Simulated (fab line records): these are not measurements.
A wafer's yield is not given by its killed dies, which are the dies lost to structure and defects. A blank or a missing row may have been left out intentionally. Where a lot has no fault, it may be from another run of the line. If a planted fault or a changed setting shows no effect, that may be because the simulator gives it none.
Which tool was responsible?	flow n5 finfet	23 lots with 69 wafers sampled at 5 steps, on a route of 1938 steps

WHAT EACH GAUGE READ, for each wafer
N5_BEOL_M13_OCD_MEAS_35.
lot	measured	on	trench depth nm (nm)
L074	day 12 13:40	ocd-02	407 418 421
L075	day 13 21:55	ocd-02	416 409 421
L076	day 14 06:04	ocd-02	419 413 419
L077	day 14 09:55	ocd-01	407 402 407
L078	day 14 22:37	ocd-01	417 406 410
L080	day 15 02:18	ocd-02	417 406 413
L081	day 15 08:22	ocd-01	412 416 401
L083	day 15 09:15	ocd-01	403 406 412
L082	day 15 16:29	ocd-02	411 413 405
L084	day 15 18:10	ocd-02	415 411 416
L086	day 16 05:04	ocd-01	417 415 418
L092	day 16 06:33	ocd-02	411 420 404
L085	day 16 14:16	ocd-01	409 414 415
L088	day 17 00:34	ocd-02	413 420 414
L087	day 17 05:17	ocd-02	414 411 417
L089	day 17 05:56	ocd-01	407 403 406
L090	day 17 11:49	ocd-02	417 412 415
L091	day 17 18:28	ocd-01	417 407 413
L097	day 18 20:56	ocd-02	420 423 419
L096	day 18 22:10	ocd-02	417 414 415
L079	day 18 22:12	ocd-01	411 406 411
L094	day 19 14:26	ocd-02	406 411 418
L095	day 19 20:26	ocd-01	410 405 412

EACH LOT AND THE TOOL THAT RAN IT (in order: tool; ch and the chambers of the sampled wafers; start)
lot	N5_BEOL_M13_DESCUM_15	N5_BEOL_M13_STRIP_64	N5_BEOL_M13_ETCH_68	N5_BEOL_M13_TRENCH_ETCH_34
L074	rie diel-01 ch 1,3, day 12 12:09	plasma asher-01 ch 0,1, day 12 12:33	rie diel-06 ch 0,1, day 12 13:17	rie diel-06 ch 0,1, day 12 13:30
L075	rie diel-01 ch 0,2,3, day 13 20:15	plasma asher-02 ch 0,1, day 13 20:38	rie diel-01 ch 1,3, day 13 21:31	rie diel-01 ch 1,3, day 13 21:44
L076	rie diel-03 ch 1,2,3, day 14 03:13	plasma asher-01 ch 1, day 14 03:35	rie diel-01 ch 2,3, day 14 05:40	rie diel-01 ch 2,3, day 14 05:53
L077	rie diel-01 ch 0,3, day 14 08:08	plasma asher-01 ch 0,1, day 14 08:31	rie diel-03 ch 0,2, day 14 09:31	rie diel-03 ch 0,2, day 14 09:45
L078	rie diel-06 ch 1,2,3, day 14 20:58	plasma asher-02 ch 0,1, day 14 21:22	rie diel-06 ch 1,2,3, day 14 22:13	rie diel-06 ch 1,2,3, day 14 22:26
L080	rie diel-03 ch 0,1,3, day 15 00:39	plasma asher-01 ch 0,1, day 15 01:02	rie diel-01 ch 0,1,3, day 15 01:55	rie diel-01 ch 0,1,3, day 15 02:08
L081	rie diel-01 ch 0,1,2, day 15 06:51	plasma asher-02 ch 0,1, day 15 07:14	rie diel-06 ch 0,2,3, day 15 07:58	rie diel-06 ch 0,2,3, day 15 08:11
L083	rie diel-01 ch 1,2,3, day 15 07:43	plasma asher-01 ch 0,1, day 15 08:07	rie diel-03 ch 0,3, day 15 08:51	rie diel-03 ch 0,3, day 15 09:04
L082	rie diel-03 ch 0,3, day 15 14:42	plasma asher-01 ch 0,1, day 15 15:07	rie diel-03 ch 2,3, day 15 16:05	rie diel-03 ch 2,3, day 15 16:18
L084	rie diel-06 ch 0,3, day 15 16:23	plasma asher-01 ch 0,1, day 15 16:47	rie diel-01 ch 0,1,3, day 15 17:46	rie diel-01 ch 0,1,3, day 15 17:59
L086	rie diel-06 ch 0,1, day 16 03:02	plasma asher-01 ch 0,1, day 16 03:25	rie diel-01 ch 0,2, day 16 04:40	rie diel-01 ch 0,2, day 16 04:53
L092	rie diel-06 ch 0,1,2, day 16 05:01	plasma asher-02 ch 0,1, day 16 05:25	rie diel-06 ch 1,2,3, day 16 06:09	rie diel-06 ch 1,2,3, day 16 06:22
L085	rie diel-01 ch 0,1,2, day 16 12:36	plasma asher-02 ch 0,1, day 16 13:01	rie diel-01 ch 0,3, day 16 13:52	rie diel-01 ch 0,3, day 16 14:05
L088	rie diel-03 ch 0,1, day 16 22:32	plasma asher-02 ch 0,1, day 16 22:56	rie diel-01 ch 0,1, day 17 00:10	rie diel-01 ch 0,1, day 17 00:23
L087	rie diel-03 ch 2,3, day 17 03:31	plasma asher-01 ch 0,1, day 17 03:55	rie diel-03 ch 1,3, day 17 04:53	rie diel-03 ch 1,3, day 17 05:07
L089	rie diel-01 ch 1,2,3, day 17 04:02	plasma asher-01 ch 0,1, day 17 04:41	rie diel-06 ch 2,3, day 17 05:32	rie diel-06 ch 2,3, day 17 05:45
L090	rie diel-01 ch 0,3, day 17 10:17	plasma asher-02 ch 0,1, day 17 10:40	rie diel-03 ch 1,2,3, day 17 11:25	rie diel-03 ch 1,2,3, day 17 11:38
L091	rie diel-06 ch 1,2,3, day 17 16:56	plasma asher-01 ch 0,1, day 17 17:19	rie diel-06 ch 0,2,3, day 17 18:04	rie diel-06 ch 0,2,3, day 17 18:17
L097	rie diel-06 ch 0,2,3, day 18 19:17	plasma asher-02 ch 0,1, day 18 19:40	rie diel-06 ch 0,1, day 18 20:32	rie diel-06 ch 0,1, day 18 20:45
L096	rie diel-06 ch 0,1,2, day 18 20:03	plasma asher-01 ch 0,1, day 18 20:26	rie diel-03 ch 0,3, day 18 21:47	rie diel-03 ch 0,3, day 18 22:00
L079	rie diel-01 ch 0,1,2, day 18 20:13	plasma asher-02 ch 0,1, day 18 20:35	rie diel-01 ch 0,1, day 18 21:48	rie diel-01 ch 0,1, day 18 22:02
L094	rie diel-06 ch 0,1,2, day 19 12:55	plasma asher-02 ch 0,1, day 19 13:17	rie diel-03 ch 0,1,2, day 19 14:02	rie diel-03 ch 0,1,2, day 19 14:16
L095	rie diel-01 ch 1,3, day 19 18:47	plasma asher-02 ch 0, day 19 19:10	rie diel-06 ch 2,3, day 19 20:03	rie diel-06 ch 2,3, day 19 20:16
- N5_BEOL_M13_DESCUM_15: chemistry O2, time 7.9 s.
- N5_BEOL_M13_STRIP_64: strips in N2/H2.
- N5_BEOL_M13_ETCH_68: etches SOC in N2/H2, time 355 s.
- N5_BEOL_M13_TRENCH_ETCH_34: etches SiOC in C4F8/O2/Ar, target depth 413.47 nm, time 162.6 s.

AS READ BY THE TOOLS THEMSELVES (means over the sampled wafers that have a number; for cases with no such wafer, the mark the record gives instead)
N5_BEOL_M13_DESCUM_15.
lot	tool	drypump motor current A (A)	o2 flow sccm (sccm)	oes product au (a.u.)	rf vpp V (V)	showerhead plenum p Torr (Torr)	throttle valve pct (%)
L074	rie diel-01	6.1	225.4	0.84	242.8	2.07	20.54
L075	rie diel-01	6.4	225.0	0.83	242.7	2.09	20.68
L076	rie diel-03	5.5	224.7	0.76	242.9	2.09	20.38
L077	rie diel-01	6.2	225.6	0.84	242.2	2.03	20.67
L078	rie diel-06	5.6	225.0	0.80	243.6	2.08	20.55
L080	rie diel-03	5.7	224.6	0.74	242.0	2.06	20.47
L081	rie diel-01	6.4	224.9	0.77	243.2	2.10	20.69
L083	rie diel-01	6.2	225.5	0.80	243.4	2.11	20.58
L082	rie diel-03	5.5	224.6	0.74	243.4	2.09	20.71
L084	rie diel-06	5.6	224.4	0.81	242.8	2.13	20.74
L086	rie diel-06	5.6	225.0	0.89	243.6	2.14	20.38
L092	rie diel-06	6.0	224.6	0.83	243.0	2.09	20.46
L085	rie diel-01	6.4	225.1	0.76	242.8	2.10	20.70
L088	rie diel-03	5.7	225.5	0.69	243.2	2.04	20.58
L087	rie diel-03	5.2	225.1	0.78	244.3	2.13	20.55
L089	rie diel-01	6.2	225.5	0.79	243.6	2.10	20.60
L090	rie diel-01	6.2	225.8	0.82	242.3	2.02	20.70
L091	rie diel-06	5.6	225.0	0.78	243.3	2.07	20.58
L097	rie diel-06	6.0	224.8	0.77	243.1	2.08	20.67
L096	rie diel-06	6.0	225.5	0.81	243.2	2.08	20.50
L079	rie diel-01	6.5	225.0	0.74	243.7	2.09	20.73
L094	rie diel-06	6.0	226.0	0.81	242.4	2.08	20.51
L095	rie diel-01	6.1	225.4	0.78	242.5	2.05	20.62

N5_BEOL_M13_STRIP_64.
lot	tool	drypump motor current A (A)	heater power w (W)	oes product au (a.u.)	strip time to endpoint s (s)
L074	plasma asher-01	5.21	338	0.713	31.38
L075	plasma asher-02	5.34	360	0.714	31.38
L076	plasma asher-01	4.91	315	0.713	31.28
L077	plasma asher-01	5.04	328	0.714	31.37
L078	plasma asher-02	5.38	356	0.713	31.44
L080	plasma asher-01	5.22	336	0.714	31.31
L081	plasma asher-02	5.37	356	0.716	31.35
L083	plasma asher-01	5.20	336	0.717	31.51
L082	plasma asher-01	5.20	335	0.714	31.46
L084	plasma asher-01	5.06	323	0.709	31.38
L086	plasma asher-01	5.06	322	0.712	31.38
L092	plasma asher-02	5.34	362	0.721	31.26
L085	plasma asher-02	5.36	364	0.716	31.30
L088	plasma asher-02	5.37	352	0.716	31.39
L087	plasma asher-01	5.06	325	0.716	31.32
L089	plasma asher-01	5.06	322	0.713	31.25
L090	plasma asher-02	5.33	360	0.716	31.28
L091	plasma asher-01	5.06	323	0.709	31.28
L097	plasma asher-02	5.33	368	0.714	31.45
L096	plasma asher-01	5.05	321	0.716	31.21
L079	plasma asher-02	5.36	361	0.714	31.20
L094	plasma asher-02	5.38	359	0.717	31.20
L095	plasma asher-02	5.41	348	0.718	31.37

N5_BEOL_M13_ETCH_68.
lot	tool	drypump motor current A (A)	oes product au (a.u.)	rf vpp V (V)	showerhead plenum p Torr (Torr)	throttle valve pct (%)
L074	rie diel-06	5.6	0.86	525.9	2.60	17.75
L075	rie diel-01	6.1	0.82	522.5	2.49	17.81
L076	rie diel-01	6.3	0.85	525.7	2.62	17.98
L077	rie diel-03	5.4	0.70	524.7	2.54	17.99
L078	rie diel-06	5.6	0.80	523.5	2.52	17.88
L080	rie diel-01	6.3	0.79	522.6	2.48	17.94
L081	rie diel-06	6.0	0.81	524.2	2.53	17.97
L083	rie diel-03	5.5	0.73	523.1	2.52	18.01
L082	rie diel-03	5.2	0.79	524.4	2.59	17.89
L084	rie diel-01	6.3	0.78	522.1	2.48	17.93
L086	rie diel-01	6.5	0.79	525.3	2.61	18.11
L092	rie diel-06	5.6	0.79	523.7	2.52	17.90
L085	rie diel-01	6.5	0.78	520.1	2.45	18.05
L088	rie diel-01	6.4	0.72	522.2	2.49	17.97
L087	rie diel-03	5.9	0.74	522.2	2.47	17.72
L089	rie diel-06	6.0	0.73	521.6	2.46	18.04
L090	rie diel-03	5.5	0.73	524.9	2.53	17.82
L091	rie diel-06	6.0	0.78	523.0	2.52	17.99
L097	rie diel-06	6.1	0.86	524.7	2.59	17.79
L096	rie diel-03	5.5	0.90	524.2	2.51	17.74
L079	rie diel-01	6.5	0.72	521.5	2.46	18.09
L094	rie diel-03	5.5	0.77	522.6	2.50	17.75
L095	rie diel-06	5.6	0.73	522.0	2.50	18.12

N5_BEOL_M13_TRENCH_ETCH_34.
lot	tool	drypump motor current A (A)	oes product au (a.u.)	rf vpp V (V)	showerhead plenum p Torr (Torr)	throttle valve pct (%)
L074	rie diel-06	5.6	0.86	668	3.49	24.17
L075	rie diel-01	6.1	0.82	663	3.35	24.28
L076	rie diel-01	6.3	0.85	668	3.50	24.42
L077	rie diel-03	5.4	0.70	666	3.43	24.45
L078	rie diel-06	5.6	0.80	665	3.39	24.28
L080	rie diel-01	6.3	0.78	663	3.34	24.38
L081	rie diel-06	6.0	0.80	665	3.40	24.40
L083	rie diel-03	5.5	0.73	665	3.39	24.41
L082	rie diel-03	5.2	0.79	668	3.47	24.31
L084	rie diel-01	6.3	0.78	663	3.33	24.38
L086	rie diel-01	6.5	0.80	667	3.48	24.53
L092	rie diel-06	5.6	0.79	665	3.38	24.30
L085	rie diel-01	6.4	0.78	662	3.30	24.54
L088	rie diel-01	6.4	0.73	664	3.35	24.35
L087	rie diel-03	5.9	0.74	663	3.31	23.98
L089	rie diel-06	6.0	0.73	662	3.32	24.44
L090	rie diel-03	5.5	0.75	664	3.40	24.16
L091	rie diel-06	6.0	0.77	665	3.39	24.42
L097	rie diel-06	6.0	0.86	667	3.47	24.25
L096	rie diel-03	5.5	0.90	665	3.38	24.25
L079	rie diel-01	6.5	0.72	663	3.31	24.51
L094	rie diel-03	5.6	0.78	664	3.37	24.15
L095	rie diel-06	5.6	0.73	664	3.36	24.49

THE ANSWER, worked out from the rows above alone
Rule: usual is defined by the lots themselves. The widest of any qualifying gaps counts: lots, ordered by their means at a reading, are off when they make up no more than a third of the lots, leave a main group of 4 or more, and stand apart from it by 3 or more times the standard deviation of that group's means. If all means in a main group match to the digits the tables above print for the reading, that group is not used. A lot without any number at a reading at which 4 lots or more have one is off too. Any other lot the step has rows for is counted as sound. First the gauges in route order, then the tools' own readings, where a lot's mean is used as printed above. At the first step where some lot is off, the reading lying furthest off is the one used; lots without a number count as furthest.
Nothing can be told from this: no lot is off at any reading shown.

WHAT THE SIMULATOR HAD INSERTED
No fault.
